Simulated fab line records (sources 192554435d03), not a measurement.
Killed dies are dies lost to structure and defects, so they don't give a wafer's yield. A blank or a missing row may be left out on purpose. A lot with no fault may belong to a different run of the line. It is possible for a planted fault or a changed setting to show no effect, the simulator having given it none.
fab line records ; flow n5_finfet
record: lots: 7; wafers: 39
route steps=1938 shown FIN_SAQP@102 FIN_CUT@169 DUMMY_GATE@228 SD_EPI_N@288 SD_ACTIVATION@330
start_h: hours from the record's opening day to when the first of the lot's shown wafers began ; wait_h: hours elapsed since this lot's preceding step ; " as in the row above ; L1.1+2: several wafers, shown together as one row ; - no value, or no start was given ; * or withheld: withheld ; < > ~ a bound
route shown NAME@n: NAME is a module with steps in the file, n the number in the route of the first one ; usual: average and standard deviation across the fault-free wafers ; same: alike in all rows ; chamber/n: place in a boat ; sites: readings site by site ; _std_site: their standard deviation ; _edge_site: outer sites' mean less inner sites' ; radius_mm: how far each site lies from the wafer's centre ; mask NAME#n: copy n ; behind: the last tool/chamber to shape the wafer ; hold: cause of the lot's hold/its duration in hours/its outcome ; device: the transistor (n, p or np) that didn't switch ; end of line: the route-end tests of the same wafers ; a step without rows: its recipe alone ; killed: the dies lost at the first sort to structure and to defects; this is not the yield of the wafer ; map: shows each die of a wafer: x if killed, . if not, _ if none is there
set.NAME: the setting that was run; set.NAME@STEP: the one run at that earlier step ; model.NAME: the simulator's own value behind a step, which no gauge read
lots whose settings were changed on purpose; a table a step, a row a wafer
== steps ==
step: N5_FIN_SAQP_HM_DEP_72
recipe: material: SiO2; target_thk_a: 120; temp_c: 400; precursor: SiH4/N2O; pressure_torr: 0.75; rf_w: 275; time_s: 7.2
lot.wafer;tool;chamber;start_h;wait_h;set.target_thk_a;model.SiO2_of_FIN_SAQP_HM_DEP_72.thk_nm
L074.1;pecvd-02;0;21.29;0.0;112.9;11.15
L074.2;pecvd-02;1;21.29;0.0;120;11.73
L074.3;pecvd-02;2;21.29;0.0;112.9;11.18
L074.4;pecvd-02;0;21.29;0.0;120;11.83
L074.5;pecvd-02;2;21.29;0.0;120;12.04
L074.6;pecvd-02;1;21.29;0.0;112.9;11.23
L080.1;pecvd-04;1;57.54;0.0;104.1;10.17
L080.2;pecvd-04;2;57.54;0.0;104.1;10.48
L080.3;pecvd-04;0;57.54;0.0;104.1;10.33
L080.4;pecvd-04;0;57.54;0.0;120;12.06
L080.5;pecvd-04;1;57.54;0.0;120;11.98
L080.6;pecvd-04;2;57.54;0.0;120;12.09
L082.1;pecvd-04;2;69.04;0.0;120;11.81
L082.2;pecvd-04;1;69.04;0.0;120;11.68
L082.3;pecvd-04;0;69.04;0.0;120;11.94
L082.4;pecvd-04;2;69.04;0.0;120;11.84
L082.5;pecvd-04;0;69.04;0.0;120;12
L082.6;pecvd-04;1;69.04;0.0;120;11.83
L083.1;pecvd-02;1;75.20;0.0;120;11.71
L083.2;pecvd-02;0;75.20;0.0;120;11.67
L083.4;pecvd-02;1;75.20;0.0;120;11.88
L085.1;pecvd-02;1;89.22;0.0;120;11.76
L085.2;pecvd-02;2;89.22;0.0;120;11.84
L085.3;pecvd-02;0;89.22;0.0;120;11.68
L085.4;pecvd-02;1;89.22;0.0;120;11.86
L085.5;pecvd-02;0;89.22;0.0;120;11.77
L085.6;pecvd-02;2;89.22;0.0;120;12.11
L087.1;pecvd-02;1;102.42;0.0;125.1;12.38
L087.2;pecvd-02;0;102.42;0.0;125.1;12.3
L087.3;pecvd-02;2;102.42;0.0;120;11.92
L087.4;pecvd-02;1;102.42;0.0;120;12.03
L087.5;pecvd-02;0;102.42;0.0;125.1;12.4
L087.6;pecvd-02;2;102.42;0.0;120;12.02
L092.1;pecvd-02;2;129.21;0.0;120;11.47
L092.2;pecvd-02;0;129.21;0.0;120;11.66
L092.3;pecvd-02;1;129.21;0.0;120;11.67
L092.4;pecvd-02;2;129.21;0.0;120;12.15
L092.5;pecvd-02;1;129.21;0.0;120;11.77
L092.6;pecvd-02;0;129.21;0.0;120;11.78
step: N5_FIN_SAQP_COAT_49
recipe: resist: SOC; temp_c: 250; time_s: 60; spin_rpm: 1500; resist_thk_nm: 100
step: N5_FIN_SAQP_COAT_50
recipe: resist: SiARC; temp_c: 220; time_s: 60; spin_rpm: 1500; resist_thk_nm: 35
step: N5_FIN_SAQP_ETCH_52
recipe: chemistry: N2/H2; target: SOC; target_depth_a: 1000; overetch_a: 200; mask_material: SiARC; temp_c: 40; time_s: 150; ion_energy_ev: 200; pressure_mtorr: 30; source_w: 840; bias_w: 150; n2_flow_sccm: 200; h2_flow_sccm: 200; ends: end_point
step: N5_FIN_SAQP_STRIP_53
recipe: chemistry: N2/H2; temp_c: 40; n2_flow_sccm: 200; h2_flow_sccm: 200; rf_frequency_hz: 6e+07
step: N5_FIN_SAQP_HM_OPEN_73
recipe: chemistry: CHF3/O2; target: SiO2; stop_on: a-Si; target_depth_a: 120; over_etch_frac: 1.8; mask_material: SOC; time_s: 16.8; pressure_mtorr: 30; source_w: 650; bias_w: 170; Ar_flow_sccm: 200; CHF3_flow_sccm: 50; O2_flow_sccm: 5; ion_energy_ev: 200; ends: end_point
lot.wafer;tool;chamber;start_h;wait_h;set.target_thk_a@FIN_SAQP_HM_DEP_72;model.etch.depth_nm
L074.1;rie_diel-04;0;22.29;0.0;112.9;11.15
L074.2;rie_diel-04;3;22.29;0.0;120;11.73
L074.3;rie_diel-04;1;22.29;0.0;112.9;11.18
L074.4;rie_diel-04;2;22.29;0.0;120;11.83
L074.5;rie_diel-04;3;22.29;0.0;120;12.04
L074.6;rie_diel-04;2;22.29;0.0;112.9;11.23
L080.1;rie_diel-03;0;58.28;0.0;104.1;10.17
L080.2;rie_diel-03;3;58.28;0.0;104.1;10.48
L080.3;rie_diel-03;2;58.28;0.0;104.1;10.33
L080.4;rie_diel-03;1;58.28;0.0;120;12.06
L080.5;rie_diel-03;2;58.28;0.0;120;11.98
L080.6;rie_diel-03;1;58.28;0.0;120;12.09
L082.1;rie_diel-05;3;69.66;0.0;120;11.81
L082.2;rie_diel-05;1;69.66;0.0;120;11.68
L082.3;rie_diel-05;0;69.66;0.0;120;11.94
L082.4;rie_diel-05;2;69.66;0.0;120;11.84
L082.5;rie_diel-05;3;69.66;0.0;120;12
L082.6;rie_diel-05;0;69.66;0.0;120;11.83
L083.1;rie_diel-03;2;75.81;0.0;120;11.71
L083.2;rie_diel-03;3;75.81;0.0;120;11.67
L083.4;rie_diel-03;0;75.81;0.0;120;11.88
L085.1;rie_diel-04;1;89.84;0.0;120;11.76
L085.2;rie_diel-04;0;89.84;0.0;120;11.84
L085.3;rie_diel-04;3;89.84;0.0;120;11.68
L085.4;rie_diel-04;3;89.84;0.0;120;11.86
L085.5;rie_diel-04;1;89.84;0.0;120;11.77
L085.6;rie_diel-04;0;89.84;0.0;120;12.11
L087.1;rie_diel-05;2;103.05;0.0;125.1;12.38
L087.2;rie_diel-05;3;103.05;0.0;125.1;12.3
L087.3;rie_diel-05;0;103.05;0.0;120;11.92
L087.4;rie_diel-05;1;103.05;0.0;120;12.03
L087.5;rie_diel-05;0;103.05;0.0;125.1;12.4
L087.6;rie_diel-05;1;103.05;0.0;120;12.02
L092.1;rie_diel-04;0;129.95;0.0;120;11.47
L092.2;rie_diel-04;1;129.95;0.0;120;11.66
L092.3;rie_diel-04;2;129.95;0.0;120;11.67
L092.4;rie_diel-04;3;129.95;0.0;120;12.15
L092.5;rie_diel-04;3;129.95;0.0;120;11.77
L092.6;rie_diel-04;2;129.95;0.0;120;11.78
step: N5_FIN_CUT_ETCH_21
recipe: chemistry: N2/H2; target: SOC; target_depth_a: 2190; overetch_a: 438; mask_material: SiARC; temp_c: 40; ion_energy_ev: 100; bias_w: 61; time_s: 523.5; pressure_mtorr: 30; source_w: 850; n2_flow_sccm: 200; h2_flow_sccm: 200
usual: rf_vpp_V: 241.1/1.2
lot.wafer;tool;chamber;start_h;wait_h;set.bias_w;rf_vpp_V;model.SiARC_of_FIN_CUT_COAT_19.thk_nm
L074.1;rie_diel-06;0;28.39;0.0;61;242.7;11.4
L074.2;rie_diel-06;2;28.39;0.0;51.68;217.1;12.2
L074.3;rie_diel-06;1;28.39;0.0;51.68;217.0;12.6
L074.4;rie_diel-06;3;28.39;0.0;51.68;214.0;12.4
L074.5;rie_diel-06;2;28.39;0.0;61;241.3;11.4
L074.6;rie_diel-06;1;28.39;0.0;61;241.2;11.8
L080.1;rie_diel-02;3;62.79;0.0;61;241.9;12.2
L080.2;rie_diel-02;1;62.79;0.0;61;241.6;12
L080.3;rie_diel-02;0;62.79;0.0;61;240.5;12.2
L080.4;rie_diel-02;2;62.79;0.0;61;241.7;12.2
L080.5;rie_diel-02;3;62.79;0.0;61;239.7;12.2
L080.6;rie_diel-02;2;62.79;0.0;61;242.2;12
L082.1;rie_diel-06;0;74.27;0.0;61;242.4;11.2
L082.2;rie_diel-06;1;74.27;0.0;56.49;231.3;12
L082.3;rie_diel-06;2;74.27;0.0;61;240.4;11.4
L082.4;rie_diel-06;3;74.27;0.0;61;239.0;11.6
L082.5;rie_diel-06;1;74.27;0.0;56.49;230.3;12
L082.6;rie_diel-06;2;74.27;0.0;56.49;228.9;11.8
L083.1;rie_diel-01;3;83.11;0.0;61;240.2;12
L083.2;rie_diel-01;1;83.11;0.0;61;242.0;12
L083.4;rie_diel-01;2;83.11;0.0;61;240.5;11.8
L085.1;rie_diel-06;3;106.25;0.0;61;239.7;11.6
L085.2;rie_diel-06;1;106.25;0.0;61;242.0;11.6
L085.3;rie_diel-06;0;106.25;0.0;61;243.6;11.2
L085.4;rie_diel-06;2;106.25;0.0;61;240.0;11.4
L085.5;rie_diel-06;2;106.25;0.0;61;240.6;11.4
L085.6;rie_diel-06;3;106.25;0.0;61;240.2;11.6
L087.1;rie_diel-06;2;109.45;0.0;52.9;220.1;12.2
L087.2;rie_diel-06;1;109.45;0.0;61;243.4;11.6
L087.3;rie_diel-06;3;109.45;0.0;61;238.9;11.6
L087.4;rie_diel-06;0;109.45;0.0;52.9;221.0;12
L087.5;rie_diel-06;1;109.45;0.0;52.9;221.5;12.4
L087.6;rie_diel-06;0;109.45;0.0;61;242.6;11.2
L092.1;rie_diel-02;1;136.48;0.0;71.28;266.8;11.2
L092.2;rie_diel-02;3;136.48;0.0;61;239.4;12
L092.3;rie_diel-02;0;136.48;0.0;71.28;267.5;11.2
L092.4;rie_diel-02;2;136.48;0.0;61;241.8;12.2
L092.5;rie_diel-02;2;136.48;0.0;61;242.5;12.2
L092.6;rie_diel-02;1;136.48;0.0;71.28;266.7;11.4
step: N5_FIN_CUT_CUT_ETCH_26
recipe: chemistry: CH3F/O2; target: SiNx; target_depth_a: 390; mask_material: SOC; time_s: 55.7; pressure_mtorr: 30; source_w: 395; bias_w: 73; Ar_flow_sccm: 150; CH3F_flow_sccm: 30; O2_flow_sccm: 20; ion_energy_ev: 120
lot.wafer;tool;chamber;start_h;wait_h;set.target_depth_a;model.etch.depth_nm;model.SOC_of_FIN_CUT_COAT_18.thk_nm
L074.1;rie_diel-06;0;28.73;0.0;413.3;42.53;210.6
L074.2;rie_diel-06;2;28.73;0.0;413.3;43.55;210.4
L074.3;rie_diel-06;1;28.73;0.0;390;39.51;212.2
L074.4;rie_diel-06;3;28.73;0.0;390;39.69;212.2
L074.5;rie_diel-06;2;28.73;0.0;390;40.71;211.6
L074.6;rie_diel-06;1;28.73;0.0;413.3;41.64;211
L080.1;rie_diel-02;3;63.14;0.0;390;38.27;212.6
L080.2;rie_diel-02;1;63.14;0.0;422.5;41.65;211.8
L080.3;rie_diel-02;0;63.14;0.0;390;38.86;212.4
L080.4;rie_diel-02;2;63.14;0.0;422.5;41.22;211.2
L080.5;rie_diel-02;3;63.14;0.0;390;37.85;213.2
L080.6;rie_diel-02;2;63.14;0.0;422.5;41.15;210.6
L082.1;rie_diel-06;0;74.61;0.0;440.3;45.86;208.4
L082.2;rie_diel-06;1;74.61;0.0;440.3;44.23;209
L082.3;rie_diel-06;2;74.61;0.0;390;40.14;210.4
L082.4;rie_diel-06;3;74.61;0.0;390;39.53;211.6
L082.5;rie_diel-06;1;74.61;0.0;390;39.55;211.2
L082.6;rie_diel-06;2;74.61;0.0;440.3;45.72;208.4
L083.1;rie_diel-01;3;83.45;0.0;390;37.88;211.6
L083.2;rie_diel-01;1;83.45;0.0;390;38.22;211.8
L083.4;rie_diel-01;2;83.45;0.0;390;39.6;211
L085.1;rie_diel-06;3;106.59;0.0;390;39.37;211.4
L085.2;rie_diel-06;1;106.59;0.0;429.5;43.6;210
L085.3;rie_diel-06;0;106.59;0.0;429.5;44.52;209.6
L085.4;rie_diel-06;2;106.59;0.0;390;40.23;211
L085.5;rie_diel-06;2;106.59;0.0;390;40.3;211.4
L085.6;rie_diel-06;3;106.59;0.0;429.5;43.4;210
L087.1;rie_diel-06;2;109.80;0.0;357.8;36.72;211.6
L087.2;rie_diel-06;1;109.80;0.0;390;39.65;210.6
L087.3;rie_diel-06;3;109.80;0.0;357.8;36.16;212
L087.4;rie_diel-06;0;109.80;0.0;357.8;37.27;210.8
L087.5;rie_diel-06;1;109.80;0.0;390;39.51;210.8
L087.6;rie_diel-06;0;109.80;0.0;390;40.59;209.6
L092.1;rie_diel-02;1;136.82;0.0;390;38.25;212.2
L092.2;rie_diel-02;3;136.82;0.0;390;38.36;212
L092.3;rie_diel-02;0;136.82;0.0;430.9;42.87;210.6
L092.4;rie_diel-02;2;136.82;0.0;430.9;42.11;209.6
L092.5;rie_diel-02;2;136.82;0.0;390;38.05;212.4
L092.6;rie_diel-02;1;136.82;0.0;430.9;42.36;210
step: N5_DUMMY_GATE_EXPOSE_12
recipe: mask_id: GATE; na: 0.33; source_shape: annular; sigma_inner: 0.2; sigma_outer: 0.6; polarization: unpolarized; target_cd_nm: 25; dose_mj: 34
lot.wafer;tool;chamber;start_h;wait_h;mask;set.dose_mj
L074.1+2+3+4+5+6;euv_scanner-02;0;51.57;-;GATE#0;34
L080.1+4+6;euv_scanner-01;0;81.68;-;GATE#0;32.45
L080.2+3+5;euv_scanner-01;0;81.68;-;GATE#0;34
L082.1+3+6;euv_scanner-02;0;92.51;-;GATE#0;31.88
L082.2+4+5;euv_scanner-02;0;92.51;-;GATE#0;34
L083.1+2+4;euv_scanner-02;0;108.83;-;GATE#0;34
L087.1+2+3+4+5+6;euv_scanner-02;0;129.90;-;GATE#0;34
L085.1+2+4;euv_scanner-02;0;130.79;-;GATE#0;34
L085.3+5+6;euv_scanner-02;0;130.79;-;GATE#0;35.51
L092.1+4+6;euv_scanner-02;0;158.72;-;GATE#0;34
L092.2+3+5;euv_scanner-02;0;158.72;-;GATE#0;31.69
step: N5_DUMMY_GATE_PEB_13
recipe: peb_temp_c: 100; peb_time_s: 60; resist: CAR-EUV
step: N5_DUMMY_GATE_DEVELOP_14
recipe: develop_time_s: 30; developer: TMAH; resist: CAR-EUV; rinse_liquid: surfactant_rinse; dry: air_spin; dev_temp_c: 23
step: N5_DUMMY_GATE_CD_MEAS_15
recipe: target_cd_nm: 25.8; landing_energy_ev: 500; detector: se_inlens
usual: cd_nm: 24.95/0.25
lot.wafer;tool;chamber;start_h;wait_h;set.dose_mj@DUMMY_GATE_EXPOSE_12;cd_nm
L074.1;cd_sem-03;0;51.70;-;34;25.14
L074.2;cd_sem-03;0;51.70;-;34;25.13
L074.3;cd_sem-03;0;51.70;-;34;25.02
L074.4;cd_sem-03;0;51.70;-;34;24.90
L074.5;cd_sem-03;0;51.70;-;34;25.17
L074.6;cd_sem-03;0;51.70;-;34;24.82
L080.1;cd_sem-02;0;81.81;-;32.45;25.55
L080.2;cd_sem-02;0;81.81;-;34;24.89
L080.3;cd_sem-02;0;81.81;-;34;24.67
L080.4;cd_sem-02;0;81.81;-;32.45;25.65
L080.5;cd_sem-02;0;81.81;-;34;24.57
L080.6;cd_sem-02;0;81.81;-;32.45;25.70
L082.1;cd_sem-01;0;92.63;-;31.88;25.81
L082.2;cd_sem-01;0;92.63;-;34;24.59
L082.3;cd_sem-01;0;92.63;-;31.88;26.80
L082.4;cd_sem-01;0;92.63;-;34;24.95
L082.5;cd_sem-01;0;92.63;-;34;24.82
L082.6;cd_sem-01;0;92.63;-;31.88;26.15
L083.1;cd_sem-03;0;108.96;-;34;25.02
L083.2;cd_sem-03;0;108.96;-;34;25.03
L083.4;cd_sem-03;0;108.96;-;34;24.88
L087.1;cd_sem-02;0;130.02;-;34;25.23
L087.2;cd_sem-02;0;130.02;-;34;25.45
L087.3;cd_sem-02;0;130.02;-;34;25.15
L087.4;cd_sem-02;0;130.02;-;34;25.11
L087.5;cd_sem-02;0;130.02;-;34;25.13
L087.6;cd_sem-02;0;130.02;-;34;25.17
L085.1;cd_sem-01;0;130.91;-;34;25.11
L085.2;cd_sem-01;0;130.91;-;34;25.28
L085.3;cd_sem-01;0;130.91;-;35.51;24.29
L085.4;cd_sem-01;0;130.91;-;34;24.64
L085.5;cd_sem-01;0;130.91;-;35.51;23.95
L085.6;cd_sem-01;0;130.91;-;35.51;24.05
L092.1;cd_sem-01;0;158.84;-;34;24.67
L092.2;cd_sem-01;0;158.84;-;31.69;26.21
L092.3;cd_sem-01;0;158.84;-;31.69;25.73
L092.4;cd_sem-01;0;158.84;-;34;24.81
L092.5;cd_sem-01;0;158.84;-;31.69;25.76
L092.6;cd_sem-01;0;158.84;-;34;24.86
step: N5_DUMMY_GATE_ETCH_37
recipe: chemistry: N2/H2; target: SOC; target_depth_a: 600; overetch_a: 300; temp_c: 40; ion_energy_ev: 200; pressure_mtorr: 30; source_w: 840; bias_w: 150; n2_flow_sccm: 200; h2_flow_sccm: 200
usual: rf_vpp_V: 524.7/1.8
lot.wafer;tool;chamber;start_h;wait_h;set.source_w;rf_vpp_V
L074.1;rie_diel-02;3;51.97;0.0;840;523.5
L074.2;rie_diel-02;2;51.97;0.0;840;526.8
L074.3;rie_diel-02;1;51.97;0.0;840;524.7
L074.4;rie_diel-02;1;51.97;0.0;840;524.1
L074.5;rie_diel-02;2;51.97;0.0;840;527.4
L074.6;rie_diel-02;3;51.97;0.0;840;523.6
L080.1;rie_diel-01;0;82.08;0.0;840;526.2
L080.2;rie_diel-01;2;82.08;0.0;840;524.3
L080.3;rie_diel-01;1;82.08;0.0;840;527.7
L080.4;rie_diel-01;3;82.08;0.0;840;521.6
L080.5;rie_diel-01;1;82.08;0.0;840;526.6
L080.6;rie_diel-01;0;82.08;0.0;840;526.2
L082.1;rie_diel-01;0;93.11;0.0;761.6;543.4
L082.2;rie_diel-01;1;93.11;0.0;840;526.5
L082.3;rie_diel-01;3;93.11;0.0;840;523.2
L082.4;rie_diel-01;2;93.11;0.0;761.6;543.0
L082.5;rie_diel-01;1;93.11;0.0;761.6;544.6
L082.6;rie_diel-01;0;93.11;0.0;840;525.1
L083.1;rie_diel-06;0;109.23;0.0;840;528.8
L083.2;rie_diel-06;3;109.23;0.0;840;522.3
L083.4;rie_diel-06;2;109.23;0.0;840;524.6
L087.1;rie_diel-02;0;130.54;0.0;701.1;557.8
L087.2;rie_diel-02;2;130.54;0.0;840;525.9
L087.3;rie_diel-02;1;130.54;0.0;701.1;556.1
L087.4;rie_diel-02;3;130.54;0.0;840;521.8
L087.5;rie_diel-02;3;130.54;0.0;840;523.7
L087.6;rie_diel-02;2;130.54;0.0;701.1;557.6
L085.1;rie_diel-01;3;131.19;0.0;840;522.9
L085.2;rie_diel-01;1;131.19;0.0;713.9;556.4
L085.3;rie_diel-01;2;131.19;0.0;713.9;552.5
L085.4;rie_diel-01;0;131.19;0.0;840;524.8
L085.5;rie_diel-01;0;131.19;0.0;713.9;553.4
L085.6;rie_diel-01;1;131.19;0.0;840;525.9
L092.1;rie_diel-02;0;159.26;0.0;840;524.9
L092.2;rie_diel-02;3;159.26;0.0;840;523.0
L092.3;rie_diel-02;1;159.26;0.0;840;523.1
L092.4;rie_diel-02;2;159.26;0.0;840;525.4
L092.5;rie_diel-02;2;159.26;0.0;840;525.5
L092.6;rie_diel-02;3;159.26;0.0;840;521.9
step: N5_SD_EPI_N_EPI_21
recipe: material: Si:P; dopant: P; temp_c: 680; pressure_torr: 255; time_s: 690
lot.wafer;tool;chamber;start_h;wait_h;set.temp_c;model.Si-P_of_SD_EPI_N_EPI_21.thk_nm
L074.1;epi_rpcvd-03;0;56.57;0.4;680;59.2
L074.2;epi_rpcvd-03;0;56.57;0.4;680;58.2
L074.3+4;epi_rpcvd-03;0;56.57;0.4;680;58.4
L074.5;epi_rpcvd-03;0;59.22;2.7;680;59.4
L074.6;epi_rpcvd-03;0;59.22;2.7;680;59
L080.1+2;epi_rpcvd-04;0;85.73;0.1;684.7;64.6
L080.3+4;epi_rpcvd-04;0;85.73;0.1;680;59.6
L080.5;epi_rpcvd-04;0;85.73;0.1;684.7;64.4
L080.6;epi_rpcvd-04;0;85.73;0.1;680;59.8
L082.1+2+6;epi_rpcvd-03;0;103.48;0.1;680;59.4
L082.3;epi_rpcvd-03;0;103.48;0.1;680;59.2
L082.4;epi_rpcvd-03;0;103.48;0.1;680;59.6
L082.5;epi_rpcvd-03;0;103.48;0.1;680;60
L083.1;epi_rpcvd-04;0;113.01;0.1;680;58
L083.2+4;epi_rpcvd-04;0;113.01;0.1;680;58.6
L087.1;epi_rpcvd-03;0;135.18;0.1;675.9;54.6
L087.2;epi_rpcvd-03;0;135.18;0.1;675.9;56.4
L087.3+6;epi_rpcvd-03;0;135.18;0.1;680;59.8
L087.4;epi_rpcvd-03;0;135.18;0.1;675.9;55.6
L087.5;epi_rpcvd-03;0;135.18;0.1;680;59.4
L085.1;epi_rpcvd-04;0;136.37;0.1;680;61
L085.2;epi_rpcvd-04;0;136.37;0.1;680;60.8
L085.3;epi_rpcvd-04;0;136.37;0.1;680;60.6
L085.4;epi_rpcvd-04;0;136.37;0.1;680;59.6
L085.5+6;epi_rpcvd-04;0;136.37;0.1;680;60.2
L092.1;epi_rpcvd-03;0;163.12;0.1;681.6;60
L092.2;epi_rpcvd-03;0;163.12;0.1;680;57.6
L092.3+4;epi_rpcvd-03;0;163.12;0.1;680;58.4
L092.5;epi_rpcvd-03;0;163.12;0.1;681.6;59.4
L092.6;epi_rpcvd-03;0;163.12;0.1;681.6;59.6
step: N5_SD_EPI_N_PRECLEAN_24
recipe: chemistry: O3/DIW; time_s: 60; temp_c: 22; o3_ppm: 10
step: N5_SD_ACTIVATION_RTA_00
recipe: temp_c: 975; time_s: 0; ambient: N2; idle_temp_c: 600; ramp_up_c_per_s: 150; ramp_down_c_per_s: 60; cool_to_c: 600
step: N5_SD_ACTIVATION_LSA_01
recipe: temp_c: 1080; time_s: 0.0008; ambient: N2
step: N5_SD_ACTIVATION_RS_MEAS_03
recipe: thk_meas_gauge: four-point-probe
usual: RS_SD_N: 21.9/0.36; RS_SD_P: 56.1/0.93
lot.wafer;tool;chamber;start_h;wait_h;set.temp_c@SD_EPI_N_EPI_21;RS_SD_N[ohm/sq];RS_SD_P[ohm/sq]
L074.1;film_metro-02;-;67.07;0.2;680;21.7;56.6
L074.2;film_metro-02;-;67.07;0.2;680;22.1;57.2
L074.3;film_metro-02;-;67.07;0.2;680;22.1;56.3
L074.4;film_metro-02;-;67.07;0.2;680;22.0;56.2
L074.5;film_metro-02;-;67.07;0.2;680;21.8;57.0
L074.6;film_metro-02;-;67.07;0.2;680;21.8;55.8
L080.1;film_metro-01;-;93.98;0.2;684.7;20.1;56.6
L080.2;film_metro-01;-;93.98;0.2;684.7;20.1;56.7
L080.3;film_metro-01;-;93.98;0.2;680;21.7;56.3
L080.4;film_metro-01;-;93.98;0.2;680;21.7;57.2
L080.5;film_metro-01;-;93.98;0.2;684.7;20.1;56.3
L080.6;film_metro-01;-;93.98;0.2;680;21.5;55.6
L082.1;film_metro-01;-;110.69;0.2;680;21.7;55.7
L082.2;film_metro-01;-;110.69;0.2;680;21.6;55.7
L082.3;film_metro-01;-;110.69;0.2;680;21.8;55.9
L082.4;film_metro-01;-;110.69;0.2;680;21.6;55.6
L082.5;film_metro-01;-;110.69;0.2;680;21.3;55.5
L082.6;film_metro-01;-;110.69;0.2;680;21.8;55.2
L083.1;film_metro-02;-;120.98;0.2;680;22.3;55.8
L083.2;film_metro-02;-;120.98;0.2;680;22.1;55.6
L083.4;film_metro-02;-;120.98;0.2;680;22.1;55.6
L087.1;film_metro-01;-;141.99;0.2;675.9;23.4;57.3
L087.2;film_metro-01;-;141.99;0.2;675.9;23.0;56.7
L087.3;film_metro-01;-;141.99;0.2;680;21.5;59.1
L087.4;film_metro-01;-;141.99;0.2;675.9;23.2;57.7
L087.5;film_metro-01;-;141.99;0.2;680;21.9;56.7
L087.6;film_metro-01;-;141.99;0.2;680;21.7;57.9
L085.1;film_metro-01;-;144.42;0.2;680;21.2;56.2
L085.2;film_metro-01;-;144.42;0.2;680;21.0;56.1
L085.3;film_metro-01;-;144.42;0.2;680;21.2;55.8
L085.4;film_metro-01;-;144.42;0.2;680;21.6;55.9
L085.5;film_metro-01;-;144.42;0.2;680;21.4;56.8
L085.6;film_metro-01;-;144.42;0.2;680;21.4;55.1
L092.1;film_metro-02;-;171.06;0.2;681.6;21.4;57.0
L092.2;film_metro-02;-;171.06;0.2;680;22.6;57.9
L092.3;film_metro-02;-;171.06;0.2;680;22.0;56.8
L092.4;film_metro-02;-;171.06;0.2;680;22.3;56.9
L092.5;film_metro-02;-;171.06;0.2;681.6;21.7;57.4
L092.6;film_metro-02;-;171.06;0.2;681.6;21.6;57.8
== key ==
split: step: N5_FIN_SAQP_HM_DEP_72; setting: target_thk_a; stated: 120; by: wafer
response: step: N5_FIN_SAQP_HM_DEP_72; reading: model.SiO2_of_FIN_SAQP_HM_DEP_72.thk_nm; change: +0.124; per: 1%; r: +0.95
response: step: N5_FIN_SAQP_HM_OPEN_73; reading: model.etch.depth_nm; change: +0.124; per: 1%; r: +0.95
split: step: N5_FIN_CUT_ETCH_21; setting: bias_w; stated: 61; by: wafer
response: step: N5_FIN_CUT_ETCH_21; reading: rf_vpp_V; change: +1.58; per: 1%; r: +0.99
response: step: N5_FIN_CUT_ETCH_21; reading: model.SiARC_of_FIN_CUT_COAT_19.thk_nm; change: -0.0555; per: 1%; r: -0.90
split: step: N5_FIN_CUT_CUT_ETCH_26; setting: target_depth_a; stated: 390; by: wafer
response: step: N5_FIN_CUT_CUT_ETCH_26; reading: model.etch.depth_nm; change: +0.402; per: 1%; r: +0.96
response: step: N5_FIN_CUT_CUT_ETCH_26; reading: model.SOC_of_FIN_CUT_COAT_18.thk_nm; change: -0.178; per: 1%; r: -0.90
split: step: N5_DUMMY_GATE_EXPOSE_12; setting: dose_mj; stated: 34; by: wafer
response: step: N5_DUMMY_GATE_CD_MEAS_15; reading: cd_nm; change: -0.199; per: 1%; r: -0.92
split: step: N5_DUMMY_GATE_ETCH_37; setting: source_w; stated: 840; by: wafer
response: step: N5_DUMMY_GATE_ETCH_37; reading: rf_vpp_V; change: -2; per: 1%; r: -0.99
split: step: N5_SD_EPI_N_EPI_21; setting: temp_c; stated: 680; by: wafer
response: step: N5_SD_EPI_N_EPI_21; reading: model.Si-P_of_SD_EPI_N_EPI_21.thk_nm; change: +6.93; per: 1%; r: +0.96
response: step: N5_SD_ACTIVATION_RS_MEAS_03; reading: RS_SD_N; change: -2.39; per: 1%; r: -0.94
